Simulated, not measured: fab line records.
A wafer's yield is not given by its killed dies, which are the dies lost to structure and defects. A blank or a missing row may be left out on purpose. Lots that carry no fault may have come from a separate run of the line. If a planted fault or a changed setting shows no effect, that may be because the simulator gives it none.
Which of the tools did it? ; flow n5-finfet ; 8 lots, 23 wafers sampled, at 8 steps of a route of 1938

WHAT THE GAUGES READ, wafer by wafer
N5_ZERO_LAYER_INSPECT_20: inspects for defects (darkfield). Usual: 39 for raw-defect-count, sd 18.
lot;measured;on;raw-defect-count;flag
L593;day 1 13:23;defect-inspect-01;41 51;
L594;day 1 19:29;defect-inspect-01;25 34 52;
L595;day 2 01:26;defect-inspect-01;29 21 22;
L600;day 3 07:26;defect-inspect-02;46 50 24;
L601;day 3 13:19;defect-inspect-01;26 60 27;
L606;day 4 19:29;defect-inspect-02;55 442 32;OFF
L610;day 5 19:34;defect-inspect-02;105 81 65;
L615;day 7 01:39;defect-inspect-02;36 10 43;

N5_WELL_APT_OVL_MEAS_09. Usual: NWELL_OVL gives 0 nm (standard deviation 4.7).
lot;measured;on;NWELL_OVL (nm);flag
L593;day 1 13:44;overlay-01;-3 0;
L594;day 1 19:49;overlay-01;8 5 2;
L595;day 2 01:53;overlay-02;12 -1 8;
L600;day 3 07:47;overlay-02;-4 9 7;
L601;day 3 13:40;overlay-01;-1 7 -2;
L606;day 4 19:49;overlay-01;6 -3 4;
L610;day 5 19:53;overlay-02;6 3 -8;
L615;day 7 02:07;overlay-01;-7 1 1;

N5_WELL_APT_INSPECT_10: inspects for defects (macro). Usual: 2.1 for raw-defect-count, sd 1.5.
lot;measured;on;raw-defect-count;flag
L593;day 1 13:45;defect-inspect-02;1 2;
L594;day 1 19:50;defect-inspect-02;0 5 1;
L595;day 2 01:55;defect-inspect-01;2 1 1;
L600;day 3 07:48;defect-inspect-01;3 2 0;
L601;day 3 13:41;defect-inspect-02;2 4 2;
L606;day 4 19:50;defect-inspect-01;3 >300 4;
L610;day 5 19:55;defect-inspect-01;4 2 4;
L615;day 7 02:08;defect-inspect-01;5 1 3;

N5_WELL_APT_INSPECT_38: inspects for defects (darkfield). Usual: 14 for raw-defect-count, sd 6.
lot;measured;on;raw-defect-count;flag
L593;day 1 16:55;defect-inspect-01;12 24;
L594;day 2 00:31;defect-inspect-02;15 9 16;
L595;day 2 04:59;defect-inspect-01;14 13 12;
L600;day 3 10:47;defect-inspect-01;17 19 12;
L601;day 3 17:34;defect-inspect-01;43 28 24;
L606;day 4 22:47;defect-inspect-02;7 403 14;OFF
L610;day 5 22:58;defect-inspect-01;11 19 19;
L615;day 7 05:19;defect-inspect-01;23 5 13;

N5_BEOL_M4_RC_MEAS_101. Usual: DIBL_N 36.2 mV/V, standard deviation 1.7; DIBL_P 36.6 mV/V, standard deviation 1.9; IOFF_N 0.16 nA/um, standard deviation 0.032; IOFF_P 0.21 nA/um, standard deviation 0.037; ION_N 675 uA/um, standard deviation 12; ION_P 460 uA/um, standard deviation 8.1; SS_N 71.4 mV/dec, standard deviation 0.58; SS_P 73.4 mV/dec, standard deviation 0.64; VT_N 249 mV, standard deviation 3.2; VT_P -252 mV, standard deviation 3.4.
lot;measured;on;DIBL_N (mV/V);DIBL_P (mV/V);IOFF_N (nA/um);IOFF_P (nA/um);ION_N (uA/um);ION_P (uA/um);SS_N (mV/dec);SS_P (mV/dec);VT_N (mV);VT_P (mV);flag
L593;day 7 22:44;prober-02;39.2 36.3;38.4 35.2;0.20 0.15;0.22 0.18;673 674;452 459;72.1 70.1;73.8 73.3;246 248;-252 -252;
L594;day 8 01:22;prober-02;36.7 36.4 33.9;37.2 37.7 34.4;0.17 0.16 0.13;0.23 0.23 0.18;665 687 668;465 468 465;71.8 72.2 71.1;73.2 73.8 72.9;250 250 252;-248 -247 -250;
L595;day 8 10:26;prober-01;38.3 40.0 36.8;38.3 40.5 37.0;0.19 0.24 0.18;0.26 0.31 0.24;684 685 685;460 469 466;71.3 72.7 71.6;74.0 74.1 73.1;246 244 247;-247 -242 -246;
L600;day 9 11:34;prober-02;36.8 35.1 36.4;38.0 37.1 37.7;0.17 0.14 0.16;0.21 0.18 0.20;669 669 672;454 451 450;72.3 71.1 71.1;73.7 72.7 73.2;248 251 246;-254 -251 -253;
L601;day 9 11:06;prober-01;39.4 39.1 38.0;39.6 39.7 38.2;0.27 0.25 0.23;0.30 0.30 0.27;700 697 697;471 473 471;72.8 71.7 71.8;74.4 74.9 73.8;242 241 242;-245 -244 -250;
L606;day 11 05:08;prober-02;36.2 33.7 36.9;37.0 33.3 37.8;0.16 0.12 0.18;0.20 0.15 0.22;672 665 673;453 450 460;71.1 71.1 71.8;73.1 72.2 73.6;247 252 248;-253 -254 -251;
L610;day 12 00:05;prober-02;37.1 35.6 34.8;37.9 35.9 34.4;0.17 0.15 0.13;0.21 0.17 0.16;678 657 667;463 450 454;71.4 71.7 71.3;73.3 73.1 72.4;248 248 251;-251 -254 -255;
L615;day 13 07:38;prober-01;38.3 37.1 36.5;39.7 37.1 36.0;0.20 0.18 0.17;0.26 0.22 0.21;692 682 682;470 466 466;71.9 71.8 71.2;74.3 74.0 73.5;247 248 248;-247 -251 -250;

EACH LOT AND THE TOOL THAT RAN IT (in order: tool; ch and the chambers of the sampled wafers; start)
lot;N5_ZERO_LAYER_ETCH_17;N5_ZERO_LAYER_STRIP_24;N5_PMOS_HMC_CHANNEL_EPI_DESCUM_14
L593;rie-diel-03 ch 1,2, day 1 12:51;plasma-asher-01 ch 1, day 1 13:02;rie-diel-02 ch 0,1, day 1 17:28
L594;rie-diel-03 ch 0,3, day 1 18:53;plasma-asher-02 ch 0,1, day 1 19:03;rie-diel-02 ch 0,1, day 2 00:55
L595;rie-diel-01 ch 0,1,2, day 2 00:52;plasma-asher-01 ch 0,1, day 2 01:03;rie-diel-02 ch 0,1,3, day 2 05:31
L600;rie-diel-02 ch 0,2,3, day 3 06:52;plasma-asher-01 ch 0,1, day 3 07:02;rie-diel-02 ch 0,2,3, day 3 11:19
L601;rie-diel-01 ch 0,1, day 3 12:44;plasma-asher-02 ch 0,1, day 3 12:55;rie-diel-02 ch 0,2,3, day 3 17:58
L606;rie-diel-02 ch 0,2, day 4 18:53;plasma-asher-01 ch 0,1, day 4 19:04;rie-diel-03 ch 0,1,3, day 4 23:27
L610;rie-diel-03 ch 1,3, day 5 18:59;plasma-asher-02 ch 0,1, day 5 19:11;rie-diel-01 ch 1,3, day 5 23:53
L615;rie-diel-01 ch 0,3, day 7 00:52;plasma-asher-02 ch 0,1, day 7 01:04;rie-diel-03 ch 2,3, day 7 05:43
- N5_ZERO_LAYER_ETCH_17: etches SiO2 in CF4, target depth 12 nm, time 13.3 s.
- N5_ZERO_LAYER_STRIP_24: strips in O2.
- N5_PMOS_HMC_CHANNEL_EPI_DESCUM_14: chemistry O2, time 7.9 s.

AS READ BY THE TOOLS THEMSELVES (means over the sampled wafers that have a number; for cases with no such wafer, the mark the record gives instead)
N5_ZERO_LAYER_ETCH_17. Usual: drypump-motor-current-A 5.9 A, standard deviation 0.48; oes-product-au 0.78 a.u., standard deviation 0.085; rf-vpp-V 951 V, standard deviation 3.9; showerhead-plenum-p-Torr 2.19 Torr, standard deviation 0.062; throttle-valve-pct 15.63 %, standard deviation 0.2.
lot;tool;drypump-motor-current-A (A);oes-product-au (a.u.);rf-vpp-V (V);showerhead-plenum-p-Torr (Torr);throttle-valve-pct (%);flag
L593;rie-diel-03;5.5;0.73;952;2.19;15.82;
L594;rie-diel-03;6.4;0.79;952;2.20;15.62;
L595;rie-diel-01;5.8;0.82;955;2.24;15.57;
L600;rie-diel-02;5.7;0.72;948;2.12;15.69;
L601;rie-diel-01;5.9;0.86;955;2.25;15.65;
L606;rie-diel-02;5.5;0.72;951;2.18;15.70;
L610;rie-diel-03;6.0;0.74;953;2.24;15.79;
L615;rie-diel-01;6.1;0.81;950;2.16;15.68;

N5_ZERO_LAYER_STRIP_24. Usual: drypump-motor-current-A 5.9 A, standard deviation 0.35; heater-power-w 371 W, standard deviation 19; oes-product-au 0.647 a.u., standard deviation 0.0044; strip-time-to-endpoint-s 43.85 s, standard deviation 0.1.
lot;tool;drypump-motor-current-A (A);heater-power-w (W);oes-product-au (a.u.);strip-time-to-endpoint-s (s);flag
L593;plasma-asher-01;5.8;395;0.643;43.67;
L594;plasma-asher-02;6.0;362;0.647;43.92;
L595;plasma-asher-01;5.8;387;0.642;43.76;
L600;plasma-asher-01;5.8;366;0.650;43.91;
L601;plasma-asher-02;6.4;366;0.646;43.89;
L606;plasma-asher-01;5.9;384;0.653;43.95;
L610;plasma-asher-02;6.0;357;0.644;43.91;
L615;plasma-asher-02;6.0;355;0.645;43.78;

N5_PMOS_HMC_CHANNEL_EPI_DESCUM_14. Usual: drypump-motor-current-A 5.8 A, standard deviation 0.51; oes-product-au 0.77 a.u., standard deviation 0.078; rf-vpp-V 243.6 V, standard deviation 1.3; showerhead-plenum-p-Torr 2.13 Torr, standard deviation 0.068; throttle-valve-pct 20.39 %, standard deviation 0.17.
lot;tool;drypump-motor-current-A (A);oes-product-au (a.u.);rf-vpp-V (V);showerhead-plenum-p-Torr (Torr);throttle-valve-pct (%);flag
L593;rie-diel-02;5.4;0.76;243.1;2.15;20.36;
L594;rie-diel-02;5.5;0.78;243.7;2.14;20.31;
L595;rie-diel-02;5.5;0.74;242.0;2.10;20.38;
L600;rie-diel-02;5.7;0.71;243.0;2.07;20.48;
L601;rie-diel-02;5.7;0.72;242.6;2.07;20.49;
L606;rie-diel-03;6.2;0.77;244.4;2.16;20.47;
L610;rie-diel-01;6.2;0.81;243.9;2.15;20.42;
L615;rie-diel-03;5.6;0.80;243.8;2.13;20.43;

THE ANSWER, worked out from the rows above alone
Rule: a lot counts as off when the mean over its wafers that have a number is more than 3 standard deviations away from the usual mean. A lot without any number at a reading at which 4 lots or more have one is off too. Any other lot the step has rows for is counted as sound. After the gauges, taken in route order, come the tools' own readings; for these a lot's mean is taken, as printed above. The first step at which some lot is off is used, and at that step the reading that is off furthest; a lot without a number counts as furthest.
Off: L606, at N5_ZERO_LAYER_INSPECT_20 (raw-defect-count).
A tool fits if, at a process step before that reading, it ran every lot that is off, and no sound lot after the first of them. Those tools and the gauges at N5_ZERO_LAYER_INSPECT_20 are tried in the same way. Undecided on this evidence; 2 tools fit (rie-diel-02 at N5_ZERO_LAYER_ETCH_17, plasma-asher-01 at N5_ZERO_LAYER_STRIP_24).

WHAT THE SIMULATOR HAD INSERTED
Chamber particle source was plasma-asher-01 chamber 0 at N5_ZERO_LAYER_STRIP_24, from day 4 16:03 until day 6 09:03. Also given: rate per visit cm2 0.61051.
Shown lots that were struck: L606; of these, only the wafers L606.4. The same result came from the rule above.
